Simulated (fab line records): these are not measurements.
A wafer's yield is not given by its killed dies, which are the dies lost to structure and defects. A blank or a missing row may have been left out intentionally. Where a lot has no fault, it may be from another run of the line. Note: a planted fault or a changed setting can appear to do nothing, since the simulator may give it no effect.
Split-lot study :: flow n5_finfet :: 7 lots, 21 wafers read, on a route of 1938 steps

THE SPLIT ITSELF
At N5_BEOL_M11_COAT_63 (time 60 s, resist thk 100 nm), the setting spin_rpm was moved away from the recipe's 1500 rpm on 3 of the 21 wafers read, by -6.9% to -2.9%. All remaining wafers had this setting at the recipe value.

FROM THE SPLIT TO THE READING: what the file shows between them, 10 steps
- N5_BEOL_M11_COAT_22: resist thk 90 nm (also split here: spin_rpm)
- N5_BEOL_M11_EBR_24
- N5_BEOL_M11_SOFTBAKE_23: time 60 s
- N5_BEOL_M11_EXPOSE_25: exposes mask V10
- N5_BEOL_M11_PEB_26: peb time 60 s
- N5_BEOL_M11_DEVELOP_27: develop time 30 s
- N5_BEOL_M11_DESCUM_33: chemistry O2, time 7.9 s
- N5_BEOL_M11_ETCH_65: etches SiARC in CF4, target depth 39 nm, time 65 s
- N5_BEOL_M11_ETCH_66: etches SOC in N2/H2, target depth 120 nm, overetch 24 nm, time 180 s
- N5_BEOL_M11_STRIP_69: strips in N2/H2

THE READING
SOC_of_BEOL_M11_COAT_63.thk_nm (the simulator's own value, which no gauge read), in nm, at N5_BEOL_M11_VIA_ETCH_34 (etches SiCOH lowk in C4F6/O2, target depth 184.5 nm, time 69.2 s). No usual value for it is given in the file. Average 92.0 nm, standard deviation 0.5 nm, over the 18 wafers here run with the recipe.

wafer: L079.3
tool, chamber at the split: litho_track-05, 0
spin_rpm as run, rpm: 1500
against the recipe: recipe
SOC_of_BEOL_M11_COAT_63.thk_nm, nm: 92.2
against lot-mates on the recipe: -

wafer: L079.4
tool, chamber at the split: litho_track-05, 0
spin_rpm as run, rpm: 1500
against the recipe: recipe
SOC_of_BEOL_M11_COAT_63.thk_nm, nm: 92.4
against lot-mates on the recipe: -

wafer: L079.6
tool, chamber at the split: litho_track-05, 0
spin_rpm as run, rpm: 1500
against the recipe: recipe
SOC_of_BEOL_M11_COAT_63.thk_nm, nm: 92.6
against lot-mates on the recipe: -

wafer: L081.1
tool, chamber at the split: litho_track-04, 0
spin_rpm as run, rpm: 1500
against the recipe: recipe
SOC_of_BEOL_M11_COAT_63.thk_nm, nm: 91.6
against lot-mates on the recipe: -

wafer: L081.2
tool, chamber at the split: litho_track-04, 0
spin_rpm as run, rpm: 1500
against the recipe: recipe
SOC_of_BEOL_M11_COAT_63.thk_nm, nm: 92
against lot-mates on the recipe: -

wafer: L081.4
tool, chamber at the split: litho_track-04, 0
spin_rpm as run, rpm: 1500
against the recipe: recipe
SOC_of_BEOL_M11_COAT_63.thk_nm, nm: 92.2
against lot-mates on the recipe: -

wafer: L088.1
tool, chamber at the split: litho_track-04, 0
spin_rpm as run, rpm: 1500
against the recipe: recipe
SOC_of_BEOL_M11_COAT_63.thk_nm, nm: 92.4
against lot-mates on the recipe: -

wafer: L088.3
tool, chamber at the split: litho_track-04, 0
spin_rpm as run, rpm: 1500
against the recipe: recipe
SOC_of_BEOL_M11_COAT_63.thk_nm, nm: 91.6
against lot-mates on the recipe: -

wafer: L088.4
tool, chamber at the split: litho_track-04, 0
spin_rpm as run, rpm: 1396
against the recipe: -6.9%
SOC_of_BEOL_M11_COAT_63.thk_nm, nm: 95.4
against lot-mates on the recipe: +3.4

wafer: L091.2
tool, chamber at the split: litho_track-03, 0
spin_rpm as run, rpm: 1500
against the recipe: recipe
SOC_of_BEOL_M11_COAT_63.thk_nm, nm: 92.4
against lot-mates on the recipe: -

wafer: L091.3
tool, chamber at the split: litho_track-03, 0
spin_rpm as run, rpm: 1500
against the recipe: recipe
SOC_of_BEOL_M11_COAT_63.thk_nm, nm: 91.6
against lot-mates on the recipe: -

wafer: L091.5
tool, chamber at the split: litho_track-03, 0
spin_rpm as run, rpm: 1500
against the recipe: recipe
SOC_of_BEOL_M11_COAT_63.thk_nm, nm: 92.2
against lot-mates on the recipe: -

wafer: L094.3
tool, chamber at the split: litho_track-04, 0
spin_rpm as run, rpm: 1456
against the recipe: -2.9%
SOC_of_BEOL_M11_COAT_63.thk_nm, nm: 92.8
against lot-mates on the recipe: +1.4

wafer: L094.4
tool, chamber at the split: litho_track-04, 0
spin_rpm as run, rpm: 1456
against the recipe: -2.9%
SOC_of_BEOL_M11_COAT_63.thk_nm, nm: 93.2
against lot-mates on the recipe: +1.8

wafer: L094.6
tool, chamber at the split: litho_track-04, 0
spin_rpm as run, rpm: 1500
against the recipe: recipe
SOC_of_BEOL_M11_COAT_63.thk_nm, nm: 91.4
against lot-mates on the recipe: -

wafer: L096.3
tool, chamber at the split: litho_track-05, 0
spin_rpm as run, rpm: 1500
against the recipe: recipe
SOC_of_BEOL_M11_COAT_63.thk_nm, nm: 91.2
against lot-mates on the recipe: -

wafer: L096.4
tool, chamber at the split: litho_track-05, 0
spin_rpm as run, rpm: 1500
against the recipe: recipe
SOC_of_BEOL_M11_COAT_63.thk_nm, nm: 91.2
against lot-mates on the recipe: -

wafer: L096.6
tool, chamber at the split: litho_track-05, 0
spin_rpm as run, rpm: 1500
against the recipe: recipe
SOC_of_BEOL_M11_COAT_63.thk_nm, nm: 91.2
against lot-mates on the recipe: -

wafer: L095.2
tool, chamber at the split: litho_track-03, 0
spin_rpm as run, rpm: 1500
against the recipe: recipe
SOC_of_BEOL_M11_COAT_63.thk_nm, nm: 92.6
against lot-mates on the recipe: -

wafer: L095.6
tool, chamber at the split: litho_track-03, 0
spin_rpm as run, rpm: 1500
against the recipe: recipe
SOC_of_BEOL_M11_COAT_63.thk_nm, nm: 92.6
against lot-mates on the recipe: -

wafer: L095.3
tool, chamber at the split: litho_track-03, 0
spin_rpm as run, rpm: 1500
against the recipe: recipe
SOC_of_BEOL_M11_COAT_63.thk_nm, nm: 91.8
against lot-mates on the recipe: -

FIT RESULTS
A straight line over all 21 wafers: SOC_of_BEOL_M11_COAT_63.thk_nm changes by -0.463 nm for each +1% of spin_rpm; r = -0.85; the points scatter about the line by 0.5 nm.
The same after taking each lot's own level away (the mean of its wafers on the recipe; 21 wafers): -0.503 nm for each +1%; r = -0.95; scatter 0.28 nm.
That fit puts the effect of the largest move of spin_rpm on the reading at 3.5 nm.
Across the lots, their own levels run from 91.20 to 92.40 nm, a range of 2.4 times the standard deviation given above.
Consequently the slope shifts little with the lot-to-lot level, the two slopes agreeing.
Check: for one of the wafers moved furthest among these (-6.9%), held out of the fit, the line's prediction against its lot-mates is +3.78 nm. It came out at +3.4 nm against them.

THE OTHER SPLITS THESE WAFERS WENT THROUGH
These wafers also went through other splits before the reading. Each is held against what the fit with the lots' levels taken away leaves over:
other split on the same wafers: N5_BEOL_M9_EXPOSE_08 dose_mj
wafers away from the commonest value: 9
r with SOC_of_BEOL_M11_COAT_63.thk_nm (lot level and that fit taken away): -0.29

other split on the same wafers: N5_BEOL_M10_ILD_DEP_00 time_s
wafers away from the commonest value: 8
r with SOC_of_BEOL_M11_COAT_63.thk_nm (lot level and that fit taken away): -0.39

other split on the same wafers: N5_BEOL_M11_COAT_22 spin_rpm
wafers away from the commonest value: 6
r with SOC_of_BEOL_M11_COAT_63.thk_nm (lot level and that fit taken away): -0.06

THE WHOLE CHAIN: every reading that the file lists as answering this split, in the file's order
step: N5_BEOL_M11_COAT_63
what it does: time 60 s, resist thk 100 nm
reading: SOC_of_BEOL_M11_COAT_63.thk_nm (the simulator's own value, which no gauge read)
change (the file's fit): -0.513 nm for each +1% of the setting
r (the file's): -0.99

step: N5_BEOL_M11_ETCH_66
what it does: etches SOC in N2/H2, target depth 120 nm, overetch 24 nm, time 180 s
reading: etch.depth_nm (the simulator's own value, which no gauge read)
change (the file's fit): -0.522 nm for each +1% of the setting
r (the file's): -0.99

step: N5_BEOL_M11_VIA_ETCH_34
what it does: etches SiCOH lowk in C4F6/O2, target depth 184.5 nm, time 69.2 s
reading: SOC_of_BEOL_M11_COAT_63.thk_nm (the simulator's own value, which no gauge read)
change (the file's fit): -0.499 nm for each +1% of the setting
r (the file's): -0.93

THE FILE'S OWN FIT
SOC_of_BEOL_M11_COAT_63.thk_nm changes by -0.499 nm for each +1% of spin_rpm, r = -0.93.
